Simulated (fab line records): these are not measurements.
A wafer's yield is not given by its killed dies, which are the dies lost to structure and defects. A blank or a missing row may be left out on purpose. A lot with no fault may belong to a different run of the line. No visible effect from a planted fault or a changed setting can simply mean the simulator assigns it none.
Chamber matching	flow n5Finfet	N5_FIN_SAQP_DESCUM_21 on rieDiel-02 has 4 sister chambers
The step chemistry O2, time 7.9 s. 18 wafers are shown with their chamber, then 9 later ones without.

== WAFERS, EACH WITH ITS CHAMBER ==
wafer	chamber	showerheadPlenumPTorr (Torr)	drypumpMotorCurrentA (A)	throttleValvePct (%)
L075.2	0	2.01	5.6	20.31
L075.4	2	2.21	5.6	20.42
L075.5	2	2.21	5.7	20.40
L079.1	1	2.19	5.8	20.35
L079.3	0	2.01	5.6	20.32
L079.4	3	2.03	5.6	20.55
L080.3	1	2.19	5.8	20.36
L080.4	2	2.21	5.7	20.42
L080.5	0	2.01	5.6	20.34
L082.1	0	2.00	5.6	20.31
L082.3	1	2.19	5.8	20.37
L082.6	0	2.00	5.6	20.33
L091.1	3	2.02	5.6	20.60
L091.2	2	2.20	5.7	20.46
L091.3	0	2.00	5.6	20.35
L093.1	3	2.02	5.6	20.60
L093.4	1	2.18	5.8	20.40
L093.5	3	2.02	5.6	20.59

SIGNATURES (means of the wafers above)
reading	chamber 0	chamber 1	chamber 2	chamber 3	scatter within a chamber
showerheadPlenumPTorr	2.0050	2.1875	2.2075	2.0225	0.00518
drypumpMotorCurrentA	5.600	5.800	5.675	5.600	0.0231
throttleValvePct	20.3267	20.3700	20.4250	20.5850	0.0213
Rule: a wafer's distance from a chamber is the root of the sum, over the readings, of the square of ((its reading less the chamber's mean) divided by the reading's scatter). The wafer belongs to the nearest chamber; if the next one is less than 2 further off, it can't be placed. The scatter: take each reading less its chamber's mean, square it, sum over the shown wafers, divide by the number of wafers less the number of chambers, and take the root.

== WAFERS WITHOUT THEIR CHAMBER ==
wafer	showerheadPlenumPTorr (Torr)	drypumpMotorCurrentA (A)	throttleValvePct (%)
L094.1	2.01	5.6	20.59
L094.5	2.18	5.7	20.41
L094.6	2.00	5.6	20.38
L096.3	2.18	5.8	20.41
L096.4	2.20	5.6	20.49
L096.6	2.01	5.6	20.61
L097.3	2.19	5.7	20.47
L097.4	2.01	5.6	20.60
L097.5	2.01	5.6	20.60

== CHAMBER TAKEN BY EACH ==
wafer	from the rows above	in truth
L094.1	3	3
L094.5	can't be placed: 1 or 2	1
L094.6	0	0
L096.3	1	1
L096.4	2	2
L096.6	3	3
L097.3	2	2
L097.4	3	3
L097.5	3	3
8 of 9 placed correctly. Cannot be placed on the basis of these rows: 1; the candidates contain the true chamber in 1. 0 placed wrongly.
